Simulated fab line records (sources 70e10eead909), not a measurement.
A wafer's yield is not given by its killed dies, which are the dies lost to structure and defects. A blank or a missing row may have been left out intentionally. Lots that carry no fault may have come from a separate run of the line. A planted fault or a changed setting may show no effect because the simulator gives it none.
The tool behind it: which one? || flow nand harc || 36 wafers from 12 lots sampled at 4 of the route's 1302 steps

== WHAT THE GAUGES READ, wafer by wafer ==
NHARC_A_ONON_D2_THK_MEAS_34: measures by ellipsometry.
{"lot": "L118", "measured": "day 12 19:39", "on": "film metro-02", "thk nm (nm)": "198.4 200.5 201.0"}
{"lot": "L119", "measured": "day 13 07:40", "on": "film metro-02", "thk nm (nm)": "199.2 202.0 199.6"}
{"lot": "L120", "measured": "day 14 06:14", "on": "film metro-02", "thk nm (nm)": "194.1 199.2 196.7"}
{"lot": "L123", "measured": "day 14 16:20", "on": "film metro-02", "thk nm (nm)": "199.9 205.8 203.3"}
{"lot": "L124", "measured": "day 15 11:16", "on": "film metro-02", "thk nm (nm)": "201.0 203.5 203.0"}
{"lot": "L126", "measured": "day 16 01:03", "on": "film metro-01", "thk nm (nm)": "200.8 199.5 199.8"}
{"lot": "L125", "measured": "day 16 01:05", "on": "film metro-02", "thk nm (nm)": "200.2 200.8 201.1"}
{"lot": "L128", "measured": "day 17 03:31", "on": "film metro-01", "thk nm (nm)": "200.4 200.8 203.1"}
{"lot": "L127", "measured": "day 17 03:33", "on": "film metro-01", "thk nm (nm)": "197.3 195.5 198.7"}
{"lot": "L130", "measured": "day 17 18:50", "on": "film metro-02", "thk nm (nm)": "196.5 197.8 201.2"}
{"lot": "L136", "measured": "day 20 05:34", "on": "film metro-01", "thk nm (nm)": "201.7 206.2 202.1"}
{"lot": "L137", "measured": "day 20 22:19", "on": "film metro-02", "thk nm (nm)": "198.9 203.1 202.0"}

NHARC_A_ONON_D2_INSPECT_32.
{"lot": "L118", "measured": "day 12 19:43", "on": "defect inspect-01", "raw defect count": "317 215 397"}
{"lot": "L119", "measured": "day 13 07:44", "on": "defect inspect-01", "raw defect count": "487 425 372"}
{"lot": "L120", "measured": "day 14 06:19", "on": "defect inspect-02", "raw defect count": "858 402 464"}
{"lot": "L123", "measured": "day 14 16:25", "on": "defect inspect-02", "raw defect count": "523 346 363"}
{"lot": "L124", "measured": "day 15 11:20", "on": "defect inspect-01", "raw defect count": "228 258 255"}
{"lot": "L126", "measured": "day 16 01:08", "on": "defect inspect-01", "raw defect count": "447 627 726"}
{"lot": "L125", "measured": "day 16 01:09", "on": "defect inspect-01", "raw defect count": "585 643 569"}
{"lot": "L128", "measured": "day 17 03:35", "on": "defect inspect-02", "raw defect count": "327 402 350"}
{"lot": "L127", "measured": "day 17 03:37", "on": "defect inspect-02", "raw defect count": "717 543 361"}
{"lot": "L130", "measured": "day 17 18:56", "on": "defect inspect-01", "raw defect count": "283 381 403"}
{"lot": "L136", "measured": "day 20 05:38", "on": "defect inspect-02", "raw defect count": "426 475 369"}
{"lot": "L137", "measured": "day 20 22:23", "on": "defect inspect-01", "raw defect count": "280 507 464"}

NHARC_A_CHANNEL_HOLE_D2_CD_MEAS_10: target cd 100 nm.
{"lot": "L118", "measured": "day 13 00:00", "on": "cd sem-01", "cd nm (nm)": "100.1 99.5 99.9"}
{"lot": "L119", "measured": "day 13 10:25", "on": "cd sem-03", "cd nm (nm)": "99.7 99.1 100.2"}
{"lot": "L120", "measured": "day 14 10:36", "on": "cd sem-02", "cd nm (nm)": "100.5 100.2 100.0"}
{"lot": "L123", "measured": "day 14 20:19", "on": "cd sem-01", "cd nm (nm)": "100.5 100.3 100.4"}
{"lot": "L124", "measured": "day 15 13:56", "on": "cd sem-02", "cd nm (nm)": "100.4 99.5 100.0"}
{"lot": "L126", "measured": "day 16 03:50", "on": "cd sem-01", "cd nm (nm)": "100.3 101.0 101.0"}
{"lot": "L125", "measured": "day 16 05:38", "on": "cd sem-01", "cd nm (nm)": "99.8 100.3 100.0"}
{"lot": "L128", "measured": "day 17 06:19", "on": "cd sem-03", "cd nm (nm)": "98.8 99.3 98.9"}
{"lot": "L127", "measured": "day 17 06:28", "on": "cd sem-02", "cd nm (nm)": "99.9 101.0 99.6"}
{"lot": "L130", "measured": "day 17 23:16", "on": "cd sem-03", "cd nm (nm)": "100.7 99.9 100.4"}
{"lot": "L136", "measured": "day 20 08:30", "on": "cd sem-02", "cd nm (nm)": "103.2 99.6 100.5"}
{"lot": "L137", "measured": "day 21 04:45", "on": "cd sem-03", "cd nm (nm)": "100.2 100.6 100.9"}

== TOOL THAT RAN EACH LOT (tool first, then ch and the chambers of the sampled wafers, then the start) ==
{"lot": "L118", "NHARC_A_CHANNEL_HOLE_D2_EXPOSE_07": "arfi scanner-02 ch 0, day 12 23:52"}
{"lot": "L119", "NHARC_A_CHANNEL_HOLE_D2_EXPOSE_07": "arfi scanner-02 ch 0, day 13 10:17"}
{"lot": "L120", "NHARC_A_CHANNEL_HOLE_D2_EXPOSE_07": "arfi scanner-01 ch 0, day 14 10:28"}
{"lot": "L123", "NHARC_A_CHANNEL_HOLE_D2_EXPOSE_07": "arfi scanner-02 ch 0, day 14 20:11"}
{"lot": "L124", "NHARC_A_CHANNEL_HOLE_D2_EXPOSE_07": "arfi scanner-02 ch 0, day 15 13:48"}
{"lot": "L126", "NHARC_A_CHANNEL_HOLE_D2_EXPOSE_07": "arfi scanner-01 ch 0, day 16 03:41"}
{"lot": "L125", "NHARC_A_CHANNEL_HOLE_D2_EXPOSE_07": "arfi scanner-03 ch 0, day 16 05:30"}
{"lot": "L128", "NHARC_A_CHANNEL_HOLE_D2_EXPOSE_07": "arfi scanner-02 ch 0, day 17 06:10"}
{"lot": "L127", "NHARC_A_CHANNEL_HOLE_D2_EXPOSE_07": "arfi scanner-03 ch 0, day 17 06:19"}
{"lot": "L130", "NHARC_A_CHANNEL_HOLE_D2_EXPOSE_07": "arfi scanner-03 ch 0, day 17 23:08"}
{"lot": "L136", "NHARC_A_CHANNEL_HOLE_D2_EXPOSE_07": "arfi scanner-02 ch 0, day 20 08:22"}
{"lot": "L137", "NHARC_A_CHANNEL_HOLE_D2_EXPOSE_07": "arfi scanner-03 ch 0, day 21 04:37"}
- NHARC_A_CHANNEL_HOLE_D2_EXPOSE_07: exposes mask HOLE D2, target cd 100 nm.

== WHAT THE TOOLS THEMSELVES READ (means of the sampled wafers that have a number; where no wafer has one, the mark that the record gives instead) ==
The record holds no such reading with a usual standard deviation.

== THE ANSWER, worked out from the rows above alone ==
Rule: what is usual is taken from the lots themselves. The widest of any qualifying gaps counts: lots, ordered by their means at a reading, are off when they make up no more than a third of the lots, leave a main group of 4 or more, and stand apart from it by 3 or more times the standard deviation of that group's means. If all means in a main group match to the digits the tables above print for the reading, that group is not used. A lot without any number at a reading at which 4 lots or more have one is off too. Any other lot the step has rows for is counted as sound. Order of review: gauges by route order, followed by the tools' own readings, for which a lot's mean as printed above is used. The first step at which some lot is off is used, and at that step the reading that is off furthest; a lot without a number counts as furthest.
Across all readings shown, no lot is off: no conclusion can be drawn from this.

== WHAT THE SIMULATOR HAD INSERTED ==
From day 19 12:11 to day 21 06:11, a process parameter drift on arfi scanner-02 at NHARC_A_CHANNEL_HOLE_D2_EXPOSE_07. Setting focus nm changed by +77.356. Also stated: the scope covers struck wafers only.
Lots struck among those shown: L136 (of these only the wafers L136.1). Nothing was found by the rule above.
